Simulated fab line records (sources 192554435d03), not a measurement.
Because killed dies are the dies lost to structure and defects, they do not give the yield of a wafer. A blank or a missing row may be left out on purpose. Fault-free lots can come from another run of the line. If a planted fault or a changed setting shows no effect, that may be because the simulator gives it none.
Matching of chambers | flow n5 finfet | N5_BEOL_M7_ILD_DEP_00 on pecvd-02: 3 sister chambers
The step deposits SiCOH lowk from DEMS/porogen, target thk 179.75 nm, time 33.4 s. 3 wafers are shown with their chamber, then 10 later ones without.

WAFERS WITH THEIR CHAMBER
wafer  | chamber | throttle valve pct (%)
L091.4 | 0       | 14.5
L095.1 | 1       | 14.5
L095.2 | 2       | 13.9

WAFERS WITHOUT THEIR CHAMBER
wafer  | throttle valve pct (%)
L095.3 | 14.7
L094.2 | 13.4
L094.3 | 14.5
L094.6 | 13.6
L096.1 | 13.9
L096.4 | 13.7
L096.5 | 14.4
L097.2 | 14.5
L097.4 | 13.7
L097.5 | 14.5

THE CHAMBER EACH PASSED THROUGH
wafer  | from the rows above          | in truth
L095.3 | can't be placed: 0 or 1      | 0
L094.2 | 2                            | 2
L094.3 | can't be placed: 0 or 1      | 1
L094.6 | 2                            | 2
L096.1 | 2                            | 2
L096.4 | 2                            | 2
L096.5 | can't be placed: 0 or 1 or 2 | 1
L097.2 | can't be placed: 0 or 1      | 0
L097.4 | 2                            | 2
L097.5 | can't be placed: 0 or 1      | 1
Correct placement for 5 of the 10. Can't be placed from these rows: 5 (the true chamber is among the candidates in 5). 0 placed wrongly.
How it was worked out, from the rows above alone: a wafer's distance from a chamber is the root of the sum, over the readings, of the square of ((its reading less the chamber's mean) divided by the reading's scatter). If the next closest chamber is less than 2 further off than the closest, the wafer can't be placed; otherwise it belongs to the closest. For every chamber, the mean is computed from those of its wafers that are shown. The scatter (one wafer shown for each chamber): square how far every hidden wafer sits from the nearest shown wafer, average those squares and take the square root.
